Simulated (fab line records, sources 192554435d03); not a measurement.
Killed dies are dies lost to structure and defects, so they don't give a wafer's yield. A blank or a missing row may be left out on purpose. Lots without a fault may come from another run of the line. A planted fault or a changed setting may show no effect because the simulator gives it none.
Which tool did it? | flow n5_finfet | 9 lots, 27 wafers sampled, at 5 steps of a route of 1938

WHAT THE GAUGES READ, wafer by wafer
N5_BEOL_M4_RC_MEAS_101.
lot  | measured     | on        | DIBL_N (mV/V)  | DIBL_P (mV/V)  | IOFF_N (nA/um)    | IOFF_P (nA/um) | ION_N (uA/um) | ION_P (uA/um) | RC_DENSE_N (ohm.um) | RC_DENSE_P (ohm.um) | RC_N (ohm.um)  | RC_P (ohm.um)  | REXT_N (ohm.um) | REXT_P (ohm.um)   | SS_N (mV/dec)  | SS_P (mV/dec)  | VT_N (mV)   | VT_P (mV)
L894 | day 9 10:25  | prober-01 | 38.1 37.8 37.9 | 36.8 36.6 36.3 | 0.191 0.178 0.174 | 0.26 0.26 0.23 | 670 664 663   | 468 463 456   | 40.4 40.0 40.3      | 50.1 50.8 50.2      | 32.6 32.9 32.9 | 41.3 41.1 41.0 | 91.9 93.3 92.6  | 119.1 120.3 119.8 | 71.9 71.9 71.4 | 72.9 73.2 73.2 | 247 247 248 | -244 -242 -246
L895 | day 9 12:13  | prober-01 | 33.9 36.2 36.4 | 31.6 35.5 35.4 | 0.107 0.157 0.153 | 0.17 0.23 0.22 | 632 660 646   | 447 461 449   | 39.6 41.8 40.9      | 49.5 52.5 51.5      | 32.0 33.7 33.3 | 40.7 42.7 42.0 | 89.5 91.1 90.2  | 118.5 120.3 120.2 | 70.5 71.4 71.6 | 72.6 73.2 73.1 | 255 250 250 | -251 -246 -247
L896 | day 10 02:16 | prober-02 | 34.6 35.9 35.2 | 34.3 35.7 34.7 | 0.121 0.136 0.137 | 0.19 0.21 0.19 | 641 652 656   | 445 454 456   | 41.0 41.0 39.3      | 51.4 50.8 48.9      | 33.3 33.4 32.0 | 41.8 41.2 40.2 | 92.7 91.4 89.1  | 121.5 120.9 120.0 | 70.1 71.3 70.8 | 73.5 72.8 72.4 | 253 252 250 | -249 -247 -249
L900 | day 11 07:08 | prober-02 | 39.7 36.7 38.2 | 38.6 35.2 37.0 | 0.244 0.162 0.192 | 0.31 0.25 0.27 | 677 668 669   | 467 468 459   | 19.1 18.8 18.7      | 24.2 24.0 23.5      | 15.6 15.4 15.2 | 19.7 19.4 19.1 | 73.9 75.3 75.7  | 99.7 99.6 98.9    | 73.2 72.6 72.4 | 74.3 73.2 74.0 | 245 252 248 | -242 -243 -248
L902 | day 11 22:08 | prober-02 | 32.9 35.7 34.3 | 33.5 35.7 34.1 | 0.126 0.171 0.139 | 0.21 0.24 0.22 | 676 688 684   | 472 475 471   | 18.2 18.3 19.0      | 23.0 22.9 23.7      | 14.8 14.9 15.2 | 18.8 18.8 19.4 | 74.6 73.1 73.2  | 99.5 100.3 99.3   | 70.3 71.7 71.1 | 73.4 74.5 73.3 | 251 247 252 | -248 -245 -244
L903 | day 11 22:31 | prober-01 | 37.7 34.0 33.2 | 38.3 33.9 32.5 | 0.189 0.121 0.106 | 0.22 0.17 0.14 | 685 668 656   | 463 460 452   | 19.0 18.7 18.7      | 24.0 23.6 23.6      | 15.5 15.2 15.3 | 19.6 19.2 19.4 | 72.7 74.0 74.7  | 102.6 101.8 102.6 | 71.8 71.3 70.4 | 74.0 72.1 72.6 | 249 255 255 | -252 -254 -257
L904 | day 12 00:12 | prober-02 | 38.4 32.6 36.1 | 39.2 32.9 37.3 | 0.153 0.076 0.117 | 0.18 0.12 0.16 | 669 626 662   | 448 430 449   | 19.3 18.9 19.0      | 23.9 23.3 23.3      | 15.8 15.5 15.3 | 19.2 19.1 19.0 | 76.9 77.3 76.7  | 97.9 97.1 96.8    | 71.5 70.0 70.3 | 74.0 71.7 73.5 | 255 266 259 | -254 -260 -257
L907 | day 12 19:14 | prober-02 | 36.4 39.3 37.4 | 33.2 36.0 35.8 | 0.145 0.208 0.170 | 0.16 0.19 0.20 | 671 659 685   | 454 443 459   | 18.4 19.0 19.6      | 23.2 23.7 25.1      | 15.2 15.4 16.2 | 19.0 19.6 20.3 | 77.7 78.7 79.0  | 101.7 103.4 103.1 | 71.8 72.7 71.3 | 73.0 73.9 73.8 | 253 249 249 | -257 -253 -250
L908 | day 13 02:19 | prober-01 | 38.6 37.8 38.0 | 41.2 39.5 39.9 | 0.200 0.181 0.183 | 0.27 0.24 0.25 | 678 684 682   | 464 462 472   | 19.0 18.7 18.7      | 23.7 23.3 23.7      | 15.4 15.2 15.3 | 19.2 19.1 19.3 | 72.8 72.3 72.9  | 99.9 100.9 99.0   | 72.5 71.2 72.0 | 74.2 73.9 74.1 | 245 247 250 | -247 -249 -247

WHICH TOOL RAN EACH LOT (tool, then ch and the chambers of the sampled wafers, then the start)
lot  | N5_MOL_CONTACT_COAG_ETCH_59       | N5_MOL_CONTACT_COAG_IMPLANT_129 | N5_MOL_CONTACT_COAG_TI_SIL_19 | N5_MOL_CONTACT_COAG_CO_FILL_22
L894 | rie_diel-03 ch 0,3, day 6 12:38   | implanter-01, day 6 13:05       | pvd_sputter-03, day 6 13:29   | cvd_co-02 ch 0,2, day 6 16:56
L895 | rie_diel-05 ch 0,1,2, day 6 17:22 | implanter-02, day 6 17:46       | pvd_sputter-03, day 6 19:31   | cvd_co-01 ch 0,2, day 6 20:58
L896 | rie_diel-06 ch 1,2,3, day 6 22:56 | implanter-01, day 6 23:22       | pvd_sputter-01, day 6 23:49   | cvd_co-02 ch 1,2, day 7 01:22
L900 | rie_diel-06 ch 0,1, day 8 00:08   | implanter-02 ch 0, day 8 00:31  | pvd_sputter-03, day 8 01:55   | cvd_co-02 ch 0,2, day 8 03:32
L902 | rie_diel-05 ch 0,3, day 8 13:26   | implanter-02 ch 0, day 8 13:52  | pvd_sputter-02, day 8 14:25   | cvd_co-02 ch 1,2, day 8 15:32
L903 | rie_diel-06 ch 1,2,3, day 8 16:22 | implanter-01 ch 0, day 8 16:45  | pvd_sputter-02, day 8 17:30   | cvd_co-02 ch 0,1,2, day 8 18:35
L904 | rie_diel-06 ch 2,3, day 8 21:47   | implanter-02 ch 0, day 8 22:10  | pvd_sputter-01, day 8 22:49   | cvd_co-02 ch 0,1,2, day 9 00:14
L907 | rie_diel-05 ch 0,2,3, day 9 20:31 | implanter-02 ch 0, day 9 20:58  | pvd_sputter-03, day 9 21:32   | cvd_co-02 ch 0,1,2, day 10 00:11
L908 | rie_diel-06 ch 1,2,3, day 9 21:35 | implanter-02 ch 0, day 9 21:59  | pvd_sputter-02, day 9 23:50   | cvd_co-02 ch 0,1,2, day 10 01:07
- N5_MOL_CONTACT_COAG_ETCH_59: etches underlayer in N2/H2, target depth 13 nm, time 10.4 s.
- N5_MOL_CONTACT_COAG_IMPLANT_129
- N5_MOL_CONTACT_COAG_TI_SIL_19: material Ti, target thk 4.2 nm, time 15 s.
- N5_MOL_CONTACT_COAG_CO_FILL_22: material Co, precursor CCTBA/H2, target thk 20 nm.

WHAT THE TOOLS THEMSELVES READ (means of the sampled wafers that have a number; where no wafer has one, the mark that the record gives instead)
N5_MOL_CONTACT_COAG_ETCH_59.
lot  | tool        | drypump_motor_current_A (A) | etch_rf_on_time_s (s) | oes_product_au (a.u.) | rf_vpp_V (V) | showerhead_plenum_p_Torr (Torr) | throttle_valve_pct (%)
L894 | rie_diel-03 | 5.8                         | 10.24                 | 0.76                  | 522.7        | 2.48                            | 17.70
L895 | rie_diel-05 | 5.5                         | 10.28                 | 0.64                  | 524.5        | 2.56                            | 17.75
L896 | rie_diel-06 | 5.8                         | 10.44                 | 0.62                  | 521.1        | 2.45                            | 17.69
L900 | rie_diel-06 | 5.1                         | 10.49                 | 0.62                  | 525.4        | 2.59                            | 17.85
L902 | rie_diel-05 | 5.4                         | 9.99                  | 0.74                  | 522.3        | 2.50                            | 17.87
L903 | rie_diel-06 | 5.9                         | 10.50                 | 0.69                  | 524.5        | 2.56                            | 17.57
L904 | rie_diel-06 | 5.9                         | 10.53                 | 0.74                  | 525.3        | 2.62                            | 17.59
L907 | rie_diel-05 | 5.5                         | 10.14                 | 0.68                  | 523.5        | 2.54                            | 17.78
L908 | rie_diel-06 | 5.8                         | 10.40                 | 0.68                  | 524.5        | 2.55                            | 17.60

N5_MOL_CONTACT_COAG_IMPLANT_129.
lot  | tool         | beam_energy_keV | beam_on_s (s) | faraday_current_uA
L894 | implanter-01 | -               | -             | -
L895 | implanter-02 | -               | -             | -
L896 | implanter-01 | -               | -             | -
L900 | implanter-02 | 2.9991          | 37.3          | 2025
L902 | implanter-02 | 3.0004          | 36.7          | 2059
L903 | implanter-01 | 3.0001          | 34.3          | 2196
L904 | implanter-02 | 3.0017          | 36.9          | 2048
L907 | implanter-02 | 2.9994          | 36.5          | 2068
L908 | implanter-02 | 3.0004          | 36.1          | 2096

N5_MOL_CONTACT_COAG_TI_SIL_19.
lot  | tool           | throttle_valve_pct (%)
L894 | pvd_sputter-03 | 30.1
L895 | pvd_sputter-03 | 30.2
L896 | pvd_sputter-01 | 30.5
L900 | pvd_sputter-03 | 30.1
L902 | pvd_sputter-02 | 29.9
L903 | pvd_sputter-02 | 30.2
L904 | pvd_sputter-01 | 31.2
L907 | pvd_sputter-03 | 29.5
L908 | pvd_sputter-02 | 29.9

N5_MOL_CONTACT_COAG_CO_FILL_22.
lot  | tool      | heater_power_w (W)
L894 | cvd_co-02 | 235
L895 | cvd_co-01 | 239
L896 | cvd_co-02 | 234
L900 | cvd_co-02 | 235
L902 | cvd_co-02 | 236
L903 | cvd_co-02 | 233
L904 | cvd_co-02 | 234
L907 | cvd_co-02 | 233
L908 | cvd_co-02 | 234

THE ANSWER, worked out from the rows above alone
Rule: what is usual is taken from the lots themselves. Put in order of their means at a reading, lots are off if they are a third of the lots or fewer, leave a main group of 4 or more, and stand apart from it by a gap of 3 or more times the standard deviation of the main group's means; of several such gaps the widest counts. A main group whose means are all the same, to the digits that the tables above print for the reading, isn't used. A lot without any number at a reading at which 4 lots or more have one is off too. The other lots that the step has rows for count as sound. The gauges are gone through in route order, then the tools' own readings, and for those a lot's mean is taken as printed above. The first step at which some lot is off is used, and at that step the reading that is off furthest; a lot without a number counts as furthest.
Off: L894, L895, L896, at N5_BEOL_M4_RC_MEAS_101 (RC_DENSE_N). The main group: mean 18.8 ohm.um, standard deviation 0.18.
A tool fits if, at a process step before that reading, it ran every lot that is off, and no sound lot after the first of them. The gauges at N5_BEOL_M4_RC_MEAS_101 aren't tried: what is off there is off at N5_MOL_CONTACT_COAG_IMPLANT_129 too, on other tools, and a gauge's error can't cause that. None of those tried fits.

WHAT THE SIMULATOR HAD PUT IN
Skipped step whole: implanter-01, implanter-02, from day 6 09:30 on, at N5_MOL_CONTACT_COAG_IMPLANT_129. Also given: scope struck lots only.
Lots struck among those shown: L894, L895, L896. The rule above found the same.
